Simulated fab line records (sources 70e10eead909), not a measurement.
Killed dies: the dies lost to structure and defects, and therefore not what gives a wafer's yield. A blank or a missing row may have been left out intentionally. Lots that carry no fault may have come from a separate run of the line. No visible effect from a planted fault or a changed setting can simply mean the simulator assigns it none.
Chamber matching + flow nand-harc + 4 sister chambers for NHARC_P_GATE_STRIP_101 on rie-diel-13
The step strips in O2, time 20 s. 8 wafers are shown with their chamber, then 8 later ones without.

== EACH WAFER AND ITS CHAMBER ==
| wafer  | chamber | showerhead-plenum-p-Torr (Torr) | drypump-motor-current-A (A) |
|--------|---------|---------------------------------|-----------------------------|
| L076.2 | 1       | 3.49                            | 5.2                         |
| L084.2 | 1       | 3.48                            | 5.2                         |
| L088.1 | 2       | 3.68                            | 5.6                         |
| L088.4 | 3       | 3.47                            | 5.6                         |
| L086.1 | 3       | 3.47                            | 5.7                         |
| L086.2 | 0       | 3.39                            | 5.5                         |
| L086.4 | 2       | 3.68                            | 5.7                         |
| L089.2 | 0       | 3.39                            | 5.5                         |

== WAFERS WHOSE CHAMBER IS MISSING ==
| wafer  | showerhead-plenum-p-Torr (Torr) | drypump-motor-current-A (A) |
|--------|---------------------------------|-----------------------------|
| L089.4 | 3.48                            | 5.2                         |
| L089.5 | 3.68                            | 5.6                         |
| L089.1 | 3.68                            | 5.6                         |
| L089.3 | 3.47                            | 5.6                         |
| L089.6 | 3.48                            | 5.2                         |
| L090.2 | 3.67                            | 5.6                         |
| L090.4 | 3.39                            | 5.5                         |
| L090.5 | 3.39                            | 5.5                         |

== CHAMBER TAKEN BY EACH ==
| wafer  | from the rows above | in truth |
|--------|---------------------|----------|
| L089.4 | 1                   | 1        |
| L089.5 | 2                   | 2        |
| L089.1 | 2                   | 2        |
| L089.3 | 3                   | 3        |
| L089.6 | 1                   | 1        |
| L090.2 | 2                   | 2        |
| L090.4 | 0                   | 0        |
| L090.5 | 0                   | 0        |
8 of 8 placed correctly. From these rows, 0 cannot be placed. Placed wrongly: 0.
How it was worked out, from the rows above alone: a wafer's distance from a chamber is the root of the sum, over the readings, of the square of ((its reading less the chamber's mean) divided by the reading's scatter). The wafer belongs to the nearest chamber; if the next one is less than 2 further off, it can't be placed. For every chamber, the mean is computed from those of its wafers that are shown. How the scatter is found: for the shown wafers, subtract from each reading the mean of its chamber, square and add these, divide the total by (wafers less chambers), then take the root.
